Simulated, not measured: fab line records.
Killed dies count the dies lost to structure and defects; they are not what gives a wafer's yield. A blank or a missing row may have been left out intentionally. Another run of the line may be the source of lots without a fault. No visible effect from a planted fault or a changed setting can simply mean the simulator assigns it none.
Chamber matching ; flow n5 finfet ; N5_MOL_CONTACT_COAG_STRIP_72 on rie diel-02 has 4 sister chambers
The step strips in N2/H2. 20 wafers are shown with their chamber, then 10 later ones without.

WAFERS WITH THEIR CHAMBER
wafer;chamber;drypump motor current A (A);showerhead plenum p Torr (Torr);throttle valve pct (%)
L075.1;2;5.79;2.60;23.77
L075.5;0;5.44;2.43;23.71
L075.6;1;4.94;2.50;23.43
L076.1;1;4.92;2.49;23.44
L076.4;0;5.41;2.42;23.73
L076.5;2;5.78;2.60;23.80
L077.1;3;5.38;2.44;24.11
L077.2;0;5.43;2.42;23.74
L077.5;1;4.92;2.49;23.43
L079.2;1;4.94;2.49;23.39
L079.4;2;5.81;2.59;23.85
L079.5;1;4.93;2.49;23.43
L080.4;2;5.82;2.59;23.82
L080.5;0;5.46;2.42;23.72
L080.6;1;4.93;2.49;23.38
L082.1;0;5.42;2.42;23.71
L082.4;1;4.96;2.49;23.44
L082.5;3;5.41;2.43;24.10
L083.2;1;4.93;2.49;23.40
L083.5;3;5.39;2.43;24.12

SIGNATURES, as means of the wafers listed above
reading;chamber 0;chamber 1;chamber 2;chamber 3;scatter within a chamber
drypump motor current A;5.4320;4.9337;5.8000;5.3933;0.0161
showerhead plenum p Torr;2.4220;2.4912;2.5950;2.4333;0.00457
throttle valve pct;23.7220;23.4175;23.8100;24.1100;0.0227
Rule: for a wafer and a chamber, the distance is found by dividing, reading by reading, the gap between the wafer's reading and the chamber's mean by the reading's scatter, squaring, summing and taking the root. If the next closest chamber is less than 2 further off than the closest, the wafer can't be placed; otherwise it belongs to the closest. The scatter is the square root of a quotient: the sum, over the shown wafers, of each reading's squared deviation from its chamber's mean, divided by wafers minus chambers.

WAFERS WITHOUT THEIR CHAMBER
wafer;drypump motor current A (A);showerhead plenum p Torr (Torr);throttle valve pct (%)
L083.6;4.94;2.49;23.45
L090.1;4.91;2.48;23.15
L090.2;5.36;2.42;24.19
L090.5;5.41;2.43;24.20
L091.2;4.91;2.48;23.12
L091.4;5.44;2.41;23.75
L091.6;4.91;2.48;23.13
L095.2;5.43;2.40;23.73
L095.4;5.39;2.42;24.18
L095.5;5.81;2.58;23.43

WHICH CHAMBER EACH ONE RAN IN
wafer;from the rows above;in truth
L083.6;1;1
L090.1;1;1
L090.2;3;3
L090.5;3;3
L091.2;1;1
L091.4;0;0
L091.6;1;1
L095.2;0;0
L095.4;3;3
L095.5;2;2
Correct placement for 10 of the 10. Number that these rows cannot place: 0. 0 placed wrongly.
